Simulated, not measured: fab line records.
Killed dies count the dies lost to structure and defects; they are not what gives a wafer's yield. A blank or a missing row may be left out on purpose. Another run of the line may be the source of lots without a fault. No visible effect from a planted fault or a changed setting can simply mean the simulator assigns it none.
fab line records	flow nand_harc	part 2 of 2: steps 21 to 29 of 29
[record] lots = 5	wafers = 15	last_day = 33
route steps=1302 shown A_CHANNEL_HOLE_D2@595 A_CHANNEL_FILL_D2@610
lots with no fault: from the same line, run without faults
start_h: hours from the record's opening day to when the first of the lot's shown wafers began	wait_h: hours from the lot's prior step to this one	" repeats the value in the row above	L1.1+2: one row covering several wafers at once	- no value, or no start given	* or withheld: withheld	< > ~ a bound
route shown NAME@n: NAME is a module with steps in the file, n the number in the route of the first one	usual: mean/standard deviation taken from wafers without a fault	same: alike in all rows	chamber/n: place in a boat	sites: each site's reading	_std_site: how widely they spread, as a standard deviation	_edge_site: mean of outer sites minus mean of inner sites	radius_mm: how far each site lies from the wafer's centre	mask NAME#n: copy n	behind: the last tool/chamber to shape the wafer	hold: why the lot was held/for how many hours/how that ended	device: the transistor (n, p or np) that didn't switch	end of line: tests of these same wafers at the route's end	step lacking rows: just its recipe	killed: dies that structure and defects cost at the first sort, which is not the same as the wafer's yield	map: per-die view of a wafer (x killed, . not killed, _ where there is no die)
set.NAME: the run value of the setting; set.NAME@STEP: its run value at that earlier step	model.NAME: the simulator's own value behind a step, which no gauge read
certain route steps with their lots: each step a table, each wafer a row
services: a tool's chamber out of use, with start hour (start_h, from the record's first day; less than 0 if before it), hours out, and reason
[[steps]]
[step NHARC_A_CHANNEL_FILL_D2_ALD_15]
[recipe] target_thk_a = 20	pulse_time_s = 60	ald_cycles = 19	temp_c = 630	pressure_torr = 2	material = SiNx
[usual] precursor_pulse_height_rel = 1.001/0.018
[same] ald_cycles = 19	pulse_time_s = 60
lot.wafer	tool	chamber	start_h	wait_h	precursor_pulse_height_rel
L075.1	ald_sin_batch-01	0	-	-	0.976
L075.4	"	0	"	"	1.025
L075.6	"	0	"	"	0.980
L083.3	ald_sin_batch-03	0	-	-	1.036
L083.4	"	0	"	"	1.027
L083.5	"	0	"	"	1.005
L086.3	ald_sin_batch-01	0	-	-	0.982
L086.4	"	0	"	"	1.011
L086.6	"	0	"	"	1.017
L096.4	ald_sin_batch-02	0	-	-	0.983
L096.5	"	0	"	"	1.010
L096.6	"	0	"	"	0.982
L097.2	ald_sin_batch-02	0	-	-	1.006
L097.3	"	0	"	"	1.007
L097.4	"	0	"	"	1.012
[step NHARC_A_CHANNEL_FILL_D2_ALD_16]
[recipe] target_thk_a = 15	pulse_time_s = 10	ald_cycles = 15	temp_c = 300	material = SiO2
[usual] heater_power_w = 492/50	precursor_pulse_height_rel = 1.002/0.017
[same] ald_cycles = 15	pulse_time_s = 10
lot.wafer	tool	chamber	start_h	wait_h	heater_power_w	precursor_pulse_height_rel
L075.1	ald_hk-02	1	319.81	0.0	525	1.012
L075.4	"	3	"	"	496	1.004
L075.6	"	2	"	"	457	1.023
L083.3	ald_hk-04	0	420.64	0.0	608	1.004
L083.4	"	1	"	"	470	1.024
L083.5	"	1	"	"	475	1.026
L086.3	ald_hk-04	1	425.96	0.1	475	1.012
L086.4	"	2	"	"	445	1.020
L086.6	"	3	"	"	446	0.996
L097.4	ald_hk-01	0	538.83	1.0	467	0.992
L097.3	"	2	"	"	473	1.019
L097.2	"	3	"	"	425	0.978
L096.4	ald_hk-01	3	539.07	1.2	434	0.991
L096.6	"	0	"	"	467	0.971
L096.5	"	1	"	"	517	0.995
[step NHARC_A_CHANNEL_FILL_D2_ANNEAL_17]
[recipe] temp_c = 850	time_s = 1800
[usual] tube_center_temp_C = 850/0.081	zone_power_top_pct = 29.5/1.3
lot.wafer	tool	chamber	start_h	wait_h	tube_center_temp_C	zone_power_top_pct
L075.1	furnace-02	0	323.12	-	849.91	29.0
L075.4	"	0	"	"	849.99	29.0
L075.6	"	0	"	"	850.05	28.6
L083.3	furnace-08	0	424.01	-	849.88	28.0
L083.4	"	0	"	"	849.78	28.3
L083.5	"	0	"	"	850	28.1
L086.3	furnace-02	0	430.69	-	850.04	28.4
L086.4	"	0	"	"	849.91	29.6
L086.6	"	0	"	"	849.95	28.5
L096.4	furnace-08	0	542.21	-	849.79	28.3
L096.5	"	0	"	"	849.98	28.3
L096.6	"	0	"	"	850.03	28.4
L097.2	furnace-08	0	542.21	-	850	27.9
L097.3	"	0	"	"	849.98	28.3
L097.4	"	0	"	"	849.77	28.0
[step NHARC_A_CHANNEL_FILL_D2_CVD_18]
[recipe] target_thk_a = 30	temp_c = 550	material = poly-Si
[usual] tube_center_temp_C = 550/0.05	zone_power_top_pct = 17.0/0.92
lot.wafer	tool	chamber	start_h	wait_h	tube_center_temp_C	zone_power_top_pct
L075.1	lpcvd_poly-01	0	329.55	-	549.95	16.9
L075.4	"	0	"	"	549.99	16.4
L075.6	"	0	"	"	549.96	16.9
L083.3	lpcvd_poly-02	0	430.67	-	550.06	15.4
L083.4	"	0	"	"	550.16	15.3
L083.5	"	0	"	"	549.96	15.3
L086.3	lpcvd_poly-01	0	437.10	-	550.02	16.7
L086.4	"	0	"	"	549.88	16.7
L086.6	"	0	"	"	549.95	16.6
L096.4	lpcvd_poly-01	0	548.54	-	549.92	16.7
L096.5	"	0	"	"	549.9	16.5
L096.6	"	0	"	"	550.04	16.6
L097.2	lpcvd_poly-01	0	548.54	-	550.03	16.4
L097.3	"	0	"	"	550.06	16.3
L097.4	"	0	"	"	549.99	16.7
[step NHARC_A_CHANNEL_FILL_D2_ETCHBACK_19]
[recipe] target_depth_a = 50	time_s = 1.7	hbr_flow_sccm = 150	cl2_flow_sccm = 50	rf_w = 400	icp_w = 400	bias_w = 100	chemistry = HBr/Cl2
[usual] drypump_motor_current_A = 5.5/0.4	hbr_flow_sccm = 150.0/0.48	mfc_cl2_sccm = 49.98/0.16	oes_product_au = 1.005/0.013	throttle_valve_pct = 26.406/0.0085
lot.wafer	tool	chamber	start_h	wait_h	drypump_motor_current_A	hbr_flow_sccm	mfc_cl2_sccm	oes_product_au	rf_hours_counter_h	throttle_valve_pct
L075.1	rie_si-02	1	331.64	0.4	5.2	149.6	49.93	1.008	0.2	26.406
L075.4	"	2	"	"	5.5	149.7	49.94	1.004	0.2	26.407
L075.6	"	1	"	"	5.2	150.3	50.17	1.009	-	26.400
L083.4	rie_si-03	2	432.76	0.4	5.2	149.9	50.21	1.000	0.2	26.402
L083.3	"	3	"	"	6.1	150.6	50.14	1.014	0.1	26.393
L083.5	"	2	"	"	5.2	150.0	50.07	0.995	-	26.410
L086.3	rie_si-05	2	439.16	0.4	5.8	150.1	49.68	0.992	0.6	26.414
L086.4	"	3	"	"	5.9	150.4	50.26	0.998	0.7	26.412
L086.6	"	2	"	"	5.8	150.2	49.86	0.993	-	26.402
L097.2	rie_si-03	3	550.60	0.4	6.1	149.1	49.99	1.028	0.7	26.408
L097.3	"	0	"	"	5.7	149.6	49.84	1.028	0.7	26.414
L097.4	"	2	"	"	5.2	149.6	49.82	1.024	0.8	26.400
L096.4	rie_si-02	3	550.61	0.4	5.8	150.1	50.24	1.020	0.6	26.395
L096.5	"	2	"	"	5.5	150.5	50.13	1.003	-	26.406
L096.6	"	3	"	"	5.8	150.4	50.10	1.019	-	26.407
[step NHARC_A_CHANNEL_FILL_D2_ETCHBACK_20]
[recipe] target_depth_a = 270	time_s = 13.5	c4f8_flow_sccm = withheld	o2_flow_sccm = 8	ar_flow_sccm = withheld	rf_w = 600	bias_w = 1500	chemistry = C4F8/O2/Ar
[usual] oes_product_au = 0.997/0.023	rf_vpp_V = 975/5.7
lot.wafer	tool	chamber	start_h	wait_h	oes_product_au	rf_hours_counter_h	rf_vpp_V
L075.1	rie_diel-13	2	331.77	-	0.986	4	983
L075.4	"	1	"	"	1.014	-	985
L075.6	"	2	"	"	0.989	-	985
L083.4	rie_diel-05	2	432.87	-	1.007	0	970
L083.3	"	0	"	"	0.996	0	973
L083.5	"	3	"	"	1.007	-	981
L086.3	rie_diel-03	2	439.29	-	0.896	19	969
L086.6	"	2	"	"	0.906	-	968
L086.4	"	0	"	"	0.909	-	971
L097.4	rie_diel-03	0	550.73	-	0.982	14	968
L097.3	"	2	"	"	0.982	13	970
L097.2	"	3	"	"	1.015	11	985
L096.4	rie_diel-05	0	550.76	-	0.996	3	971
L096.6	"	1	"	"	1.018	-	977
L096.5	"	2	"	"	1.009	-	969
[step NHARC_A_CHANNEL_FILL_D2_STRIP_28]
[recipe] time_s = 20	o2_flow_sccm = 500	ar_flow_sccm = 0	bias_w = 0	chemistry = O2
[usual] drypump_motor_current_A = 5.62/0.29	o2_flow_sccm = 500.0/1.7	oes_product_au = 1.005/0.012	rf_vpp_V = 57.8/0.86	showerhead_plenum_p_Torr = 3.47/0.14	throttle_valve_pct = 17.036/0.0088
lot.wafer	tool	chamber	start_h	wait_h	drypump_motor_current_A	o2_flow_sccm	oes_product_au	rf_hours_counter_h	rf_vpp_V	showerhead_plenum_p_Torr	throttle_valve_pct
L075.1	rie_diel-13	0	331.86	0.1	5.81	501.1	1.000	5	58.2	3.39	17.034
L075.6	"	0	"	"	5.83	499.5	1.002	-	57.8	3.39	17.026
L075.4	"	1	"	"	5.23	498.8	1.013	-	59.0	3.72	17.041
L083.4	rie_diel-05	3	432.97	0.1	5.52	498.9	1.010	0	57.5	3.56	17.028
L083.3	"	0	"	"	5.49	499.3	0.995	0	58.1	3.38	17.032
L083.5	"	3	"	"	5.49	497.4	1.003	-	59.3	3.56	17.048
L086.3	rie_diel-03	0	439.41	0.1	5.80	497.4	0.992	24	58.3	3.31	17.024
L086.6	"	3	"	"	5.44	501.9	1.006	-	58.9	3.72	17.039
L086.4	"	0	"	"	5.78	501.7	0.983	-	57.2	3.31	17.033
L097.3	rie_diel-03	0	550.82	0.1	5.74	500.2	0.995	14	56.6	3.31	17.037
L097.2	"	2	"	"	5.42	498.3	0.985	13	59.1	3.27	17.043
L097.4	"	3	"	"	5.42	500.8	1.015	11	58.6	3.71	17.034
L096.4	rie_diel-05	0	550.83	0.1	5.54	501.2	1.006	3	55.9	3.38	17.027
L096.6	"	2	"	"	5.71	500.1	1.020	-	57.8	3.31	17.043
L096.5	"	3	"	"	5.54	501.5	1.015	-	57.9	3.56	17.037
[step NHARC_A_CHANNEL_FILL_D2_PRECLEAN_21]
[recipe] time_s = 30	chemistry = dHF
lot.wafer	tool	chamber	start_h	wait_h
L075.4+1+6	wet_bench-02	7,0,3	331.96	-
L083.3+5+4	wet_bench-07	7,1,2	433.06	-
L086.3+6+4	wet_bench-09	2,4,7	439.51	-
L097.3+4+2	wet_bench-09	5,0,1	550.92	-
L096.5+6+4	wet_bench-07	5,6,0	550.92	-
[step NHARC_A_CHANNEL_FILL_D2_SRD_23]
lot.wafer	tool	chamber	start_h	wait_h
L075.4+1+6	wet_bench-02	7,0,3	331.99	0.0
L083.3+5+4	wet_bench-07	7,1,2	433.09	0.0
L086.3+6+4	wet_bench-09	2,4,7	439.53	0.0
L097.3+4+2	wet_bench-09	5,0,1	550.95	0.0
L096.5+6+4	wet_bench-07	5,6,0	550.95	0.0
[[services]]
tool	chamber	start_h	hours	kind
ald_hk-02	-	307.15	0.7	repair
rie_diel-06	-	307.20	9.0	pm
rie_diel-04	2	308.22	9.9	repair
rie_diel-04	1	331.78	1.3	repair
wet_bench-07	-	336.00	8.0	pm
wet_bench-09	-	352.80	8.0	pm
rie_diel-04	-	354.90	9.0	pm
rie_diel-04	1	367.83	2.4	repair
wet_bench-06	-	369.60	8.0	pm
har_etch-02	-	377.00	17.0	pm
rie_diel-06	3	390.45	2.7	repair
rie_diel-04	3	394.43	13.1	repair
rie_diel-04	0	410.01	8.0	repair
rie_diel-04	2	412.94	13.6	repair
rie_diel-11	-	432.58	9.0	pm
wet_bench-02	-	435.06	8.0	pm
rie_diel-06	-	450.84	0.8	repair
rie_diel-06	-	484.20	9.0	pm
rie_diel-04	0	497.22	3.1	repair
rie_diel-04	3	509.12	16.3	repair
wet_bench-07	-	512.00	8.0	pm
wet_bench-09	-	528.80	8.0	pm
rie_diel-04	-	531.90	9.0	pm
wet_bench-06	-	545.61	8.0	pm
